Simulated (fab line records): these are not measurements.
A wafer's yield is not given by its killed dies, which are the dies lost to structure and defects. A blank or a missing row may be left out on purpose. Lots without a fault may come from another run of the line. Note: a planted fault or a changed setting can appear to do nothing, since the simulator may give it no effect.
One fault seen from 2 desks    flow n5Finfet    each desk has only its own numbers; what lay behind them comes last

THE METROLOGY DESK
What the gauges read, lot by lot, whatever tool the lot ran on: means of the sampled wafers that have a number. Any lot whose mean is over 4 standard deviations away from the usual mean is out of limits and marked OUT; that distance is given in the brackets. Shown here are 7 of its 10 readings, the ones lying furthest out on some lot.
Columns: A = DIBL_P at N5_BEOL_M4_RC_MEAS_101, usual 36.3 mV/V; B = IOFF_N at N5_BEOL_M4_RC_MEAS_101, usual 0.17 nA/um; C = IOFF_P at N5_BEOL_M4_RC_MEAS_101, usual 0.22 nA/um; D = ION_N at N5_BEOL_M4_RC_MEAS_101, usual 676 uA/um; E = ION_P at N5_BEOL_M4_RC_MEAS_101, usual 463 uA/um; F = SS_N at N5_BEOL_M4_RC_MEAS_101, usual 71.6 mV/dec; G = VT_N at N5_BEOL_M4_RC_MEAS_101, usual 249 mV
lot   first seen here  A     B     C     D    E    F     G
L948  day 7 23:37      34.0  0.14  0.19  669  460  71.0  249
L958  day 10 12:36     35.1  0.13  0.18  673  463  71.2  252
L959  day 10 12:52     36.7  0.18  0.21  666  455  71.2  249
L971  day 13 22:00     36.6  0.19  0.23  682  466  72.4  248
Finding of this desk: none of the 4 lots has anything out of limits.

AT THE TOOL OWNER'S DESK: lithoTrack-01
The tool's own readings at N5_BEOL_M1_COAT_61 (time 60 s, resist thk 60 nm): means of the sampled wafers that have a number, for each lot that ran on this tool. Any lot whose mean is over 4 standard deviations away from the usual mean is out of limits and marked OUT; that distance is given in the brackets.
Columns: A = heaterPowerTotalW at N5_BEOL_M1_COAT_61, usual 500.4 W; B = plateTempC at N5_BEOL_M1_COAT_61, usual 250.02 C; C = spinSpeedRpm at N5_BEOL_M1_COAT_61, usual 1500.0 rpm
lot   first seen here  A      B       C
L948  day 6 05:34      499.2  250.17  1500.5
L958  day 8 10:41      500.0  249.96  1580.8 (+73) OUT
L959  day 8 17:23      502.2  250.04  1579.3 (+72) OUT
Finding of this desk: L958, L959 out of limits; the first was L958 at day 8 10:41, on spinSpeedRpm at N5_BEOL_M1_COAT_61. L948: within limits.

BROUGHT TOGETHER
At day 8 10:41, on L958, L959, the tool owner's desk was in a position to raise an alarm.
The metrology desk saw nothing out of limits.
The metrology desk has L958, L959 on record, within its limits.
All the named lots went through N5_BEOL_M1_COAT_61 on lithoTrack-01.

WHAT HAD BEEN PUT IN BY THE SIMULATOR
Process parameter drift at N5_BEOL_M1_COAT_61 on lithoTrack-01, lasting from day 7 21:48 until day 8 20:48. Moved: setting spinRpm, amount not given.
Struck lots among those shown: L958, L959.
How many hours passed from the start of the fault until each desk's first out-of-limits reading: the tool owner's desk, 13.
